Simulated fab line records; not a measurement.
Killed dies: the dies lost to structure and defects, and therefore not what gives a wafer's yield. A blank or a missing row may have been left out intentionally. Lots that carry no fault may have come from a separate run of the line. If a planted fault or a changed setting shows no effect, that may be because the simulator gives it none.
Split-lot study	flow n5_finfet	on a route of 1938 steps: 7 lots, 21 wafers read

THE SPLIT
At N5_HKMG_FIN_COAT_06 (resist thk 90 nm), the setting spin_rpm was moved away from the recipe's 1500 rpm on 8 of the 21 wafers read, by -8.6% to +10.5%. All remaining wafers had this setting at the recipe value.

FROM THE SPLIT TO THE READING: what the file shows between them, 2 steps
- N5_HKMG_FIN_EXPOSE_09: exposes mask NWFM (also split here: dose_mj)
- N5_HKMG_FIN_PEB_10: peb time 60 s

THE READING
CAR-ArF_of_HKMG_FIN_COAT_06.thk_nm (the simulator's own value, which no gauge read), in nm, at N5_HKMG_FIN_DEVELOP_11 (develop time 30 s). There is no usual value for it anywhere in the file. Here, 13 wafers ran the recipe; their average is 88.5 nm with a standard deviation of 0.18 nm.

wafer	tool, chamber at the split	spin_rpm as run, rpm	against the recipe	CAR-ArF_of_HKMG_FIN_COAT_06.thk_nm, nm	against lot-mates on the recipe
L074.1	litho_track-01, 0	1500	recipe	88.2	-
L074.4	litho_track-01, 0	1500	recipe	88.4	-
L074.5	litho_track-01, 0	1572	+4.8%	86.4	-1.9
L075.3	litho_track-01, 0	1500	recipe	88.6	-
L075.4	litho_track-01, 0	1500	recipe	88.4	-
L075.5	litho_track-01, 0	1500	recipe	88.8	-
L085.2	litho_track-01, 0	1422	-5.2%	90.8	+2.2
L085.4	litho_track-01, 0	1422	-5.2%	90.8	+2.2
L085.3	litho_track-01, 0	1500	recipe	88.6	-
L086.2	litho_track-02, 0	1500	recipe	88.4	-
L086.3	litho_track-02, 0	1371	-8.6%	92.6	+4.1
L086.4	litho_track-02, 0	1500	recipe	88.6	-
L089.2	litho_track-05, 0	1657	+10.5%	84.4	-4.4
L089.4	litho_track-05, 0	1500	recipe	88.8	-
L089.5	litho_track-05, 0	1657	+10.5%	84.6	-4.2
L095.3	litho_track-05, 0	1500	recipe	88.4	-
L095.4	litho_track-05, 0	1500	recipe	88.4	-
L095.5	litho_track-05, 0	1500	recipe	88.4	-
L096.3	litho_track-05, 0	1500	recipe	88.2	-
L096.5	litho_track-05, 0	1420	-5.3%	90.2	+2.0
L096.6	litho_track-05, 0	1420	-5.3%	90.8	+2.6

FIT RESULTS
A straight line over all 21 wafers: CAR-ArF_of_HKMG_FIN_COAT_06.thk_nm changes by -0.408 nm for each +1% of spin_rpm; r = -0.99; the points scatter about the line by 0.26 nm.
The same after taking each lot's own level away (the mean of its wafers on the recipe; 21 wafers): -0.425 nm for each +1%; r = -1.00; scatter 0.17 nm.
The reading moves by 4.5 nm for the largest change in spin_rpm, on that fit.
From 88.20 to 88.80 nm: that is the span of the lots' own levels, equal to 3.3 times the standard deviation above.
Consequently the slope shifts little with the lot-to-lot level, the two slopes agreeing.
Check: -4.41 nm against its lot-mates is what the line predicts for one of the wafers moved furthest among these (+10.5%) when that wafer is left out of the fit. Against them it came out at -4.4 nm.

THESE WAFERS: OTHER SPLITS
Before the reading, these wafers also passed through other splits. Each is held against what the fit with the lots' levels taken away leaves over:
other split on the same wafers	wafers away from the commonest value	r with CAR-ArF_of_HKMG_FIN_COAT_06.thk_nm (lot level and that fit taken away)
N5_HKMG_FIN_EXPOSE_09 dose_mj	5	-0.40

THE WHOLE CHAIN: every reading that the file lists as answering this split, in the file's order
step	what it does	reading	change (the file's fit)	r (the file's)
N5_HKMG_FIN_COAT_06	resist thk 90 nm	CAR-ArF_of_HKMG_FIN_COAT_06.thk_nm (the simulator's own value, which no gauge read)	-0.441 nm for each +1% of the setting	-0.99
N5_HKMG_FIN_DEVELOP_11	develop time 30 s	CAR-ArF_of_HKMG_FIN_COAT_06.thk_nm (the simulator's own value, which no gauge read)	-0.432 nm for each +1% of the setting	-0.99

FILE'S OWN FIT
CAR-ArF_of_HKMG_FIN_COAT_06.thk_nm changes by -0.432 nm for each +1% of spin_rpm, r = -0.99.
